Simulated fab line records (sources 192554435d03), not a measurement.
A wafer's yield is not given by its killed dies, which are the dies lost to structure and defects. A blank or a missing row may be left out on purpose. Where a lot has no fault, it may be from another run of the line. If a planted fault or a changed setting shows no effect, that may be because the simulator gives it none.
Matching of chambers ; flow n5Finfet ; N5_MOL_CONTACT_COAG_ALD_123 on aldSin-03 has 4 sister chambers
The step deposits SiNx, target thk 5 nm, pulse time 1 s, purge time 2 s. 20 wafers are shown with their chamber, then 10 later ones without.

## WAFERS, EACH WITH ITS CHAMBER
wafer;chamber;heaterPowerOuterW (W);heaterPowerW (W);precursorPulseHeightRel
L076.1;0;530;795;1.015
L076.2;1;472;851;0.993
L076.4;3;419;714;1.009
L078.1;3;426;679;1.017
L078.3;1;476;850;1.048
L078.5;1;477;845;1.003
L081.1;0;529;830;1.030
L081.3;3;431;719;0.989
L081.6;1;480;866;1.034
L083.1;3;421;702;0.987
L083.4;0;499;824;0.976
L083.6;1;482;837;0.993
L086.1;3;427;705;0.995
L086.4;2;679;1075;1.037
L086.6;2;684;1059;1.000
L088.2;3;420;684;0.999
L088.4;0;520;811;0.968
L088.5;2;688;1041;0.982
L087.2;3;412;685;0.979
L087.3;0;508;816;1.011

SIGNATURES, as means of the wafers listed above
reading;chamber 0;chamber 1;chamber 2;chamber 3;scatter within a chamber
heaterPowerOuterW;517.20;477.40;683.67;422.29;8.15
heaterPowerW;815.20;849.80;1058.33;698.29;14.2
precursorPulseHeightRel;1.00000;1.01420;1.00633;0.99643;0.0224
Rule: for a wafer and a chamber, the distance is found by dividing, reading by reading, the gap between the wafer's reading and the chamber's mean by the reading's scatter, squaring, summing and taking the root. The wafer belongs to the nearest chamber; if the next one is less than 2 further off, it can't be placed. The scatter: take each reading less its chamber's mean, square it, sum over the shown wafers, divide by the number of wafers less the number of chambers, and take the root.

## WAFERS WITHOUT THEIR CHAMBER
wafer;heaterPowerOuterW (W);heaterPowerW (W);precursorPulseHeightRel
L087.5;468;852;1.014
L090.1;476;832;1.020
L090.4;425;718;1.020
L090.5;669;1058;1.024
L096.1;673;1082;0.982
L096.2;422;709;0.975
L096.3;491;848;1.012
L094.1;424;717;1.003
L094.4;704;1058;0.993
L094.5;419;714;1.013

## WHICH CHAMBER EACH ONE RAN IN
wafer;from the rows above;in truth
L087.5;1;1
L090.1;1;1
L090.4;3;3
L090.5;2;2
L096.1;2;2
L096.2;3;3
L096.3;1;1
L094.1;3;3
L094.4;2;2
L094.5;3;3
10 of 10 placed correctly. Number that these rows cannot place: 0. Number placed wrongly: 0.
